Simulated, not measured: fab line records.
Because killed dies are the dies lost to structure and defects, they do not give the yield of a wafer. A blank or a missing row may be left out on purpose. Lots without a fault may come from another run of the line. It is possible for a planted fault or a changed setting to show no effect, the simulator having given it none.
The same fault as seen by 3 desks | flow nand-harc | each desk holds nothing but its own numbers, with what lay behind them at the end

## METROLOGY DESK
Lot by lot, what the gauges showed, no matter which tool ran the lot: averages of those sampled wafers that carry a number. If a lot's mean is further than 4 standard deviations from the usual mean, the lot is out of limits and carries the mark OUT (the distance appears in the brackets).
Columns: A = cd-nm at NHARC_A_M1_CD_MEAS_09, usual 120.0 nm
lot  | first seen here | A
L984 | day 18 08:37    | 119.3
L989 | day 18 20:08    | 119.5
L990 | day 19 03:35    | 119.5
L993 | day 20 04:27    | 120.5
L992 | day 20 10:16    | 119.6
L996 | day 20 21:44    | 120.5
L100 | day 21 23:54    | 114.3 (-9.3) OUT
L102 | day 22 01:53    | 120.4
L101 | day 22 02:32    | 120.1
L105 | day 23 00:20    | 116.6 (-5.6) OUT
L104 | day 23 07:28    | 116.3 (-6.0) OUT
This desk finds L100, L104, L105 out of limits, L100 being first, at day 21 23:54 (cd-nm at NHARC_A_M1_CD_MEAS_09). Within limits: L984, L989, L990, L993, L992, L996, L102, L101.

## TOOL OWNER'S DESK, arfi-scanner-02
The tool's own readings at NHARC_A_M1_EXPOSE_06 (exposes mask A M1, target cd 120 nm): means of the sampled wafers that have a number, for each lot that ran on this tool. If a lot's mean is further than 4 standard deviations from the usual mean, the lot is out of limits and carries the mark OUT (the distance appears in the brackets).
Columns: A = exposure-dose-mJ-cm2 at NHARC_A_M1_EXPOSE_06, usual 75.13
lot  | first seen here | A
L992 | day 20 10:07    | 75.28
L996 | day 20 21:35    | 75.04
L100 | day 21 23:46    | 68.67 (-75) OUT
L105 | day 23 00:11    | 69.81 (-62) OUT
L104 | day 23 07:19    | 70.89 (-49) OUT
This desk finds L100, L104, L105 out of limits, L100 being first, at day 21 23:46 (exposure-dose-mJ-cm2 at NHARC_A_M1_EXPOSE_06). Within limits: L992, L996.

## THE DEFECT DESK
Inspection counts along the route, by lot: the mean over sampled wafers that carry a number. If a lot's mean is further than 4 standard deviations from the usual mean, the lot is out of limits and carries the mark OUT (the distance appears in the brackets).
Columns: A = raw-defect-count at NHARC_A_M1_INSPECT_11, usual 31
lot  | first seen here | A
L984 | day 18 08:45    | 6
L989 | day 18 20:16    | 13
L990 | day 19 03:43    | 18
L993 | day 20 04:34    | 42
L992 | day 20 10:23    | 44
L996 | day 20 21:52    | 32
L100 | day 22 00:02    | 34
L102 | day 22 02:01    | 21
L101 | day 22 02:39    | 38
L105 | day 23 00:28    | 38
L104 | day 23 07:35    | 44
Finding of this desk: none of the 11 lots has anything out of limits.

## ALL TOGETHER
The tool owner's desk had the chance to raise an alarm at day 21 23:46 on L100, L104, L105.
At day 21 23:54 the metrology desk could have sounded an alarm, on L100, L104, L105.
The defect desk saw nothing out of limits.
The defect desk has L100, L104, L105 on record, within its limits.
NHARC_A_M1_EXPOSE_06 was run on arfi-scanner-02 by each of the lots named.

## WHAT THE SIMULATOR HAD PUT IN
Process parameters drifting: arfi-scanner-02 at NHARC_A_M1_EXPOSE_06, beginning at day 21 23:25. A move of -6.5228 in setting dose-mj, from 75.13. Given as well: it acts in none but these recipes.
Shown lots that were struck: L100, L104, L105.
Counting hours from when the fault started, the first reading out of limits came at 0 for the tool owner's desk and at 0 for the metrology desk.
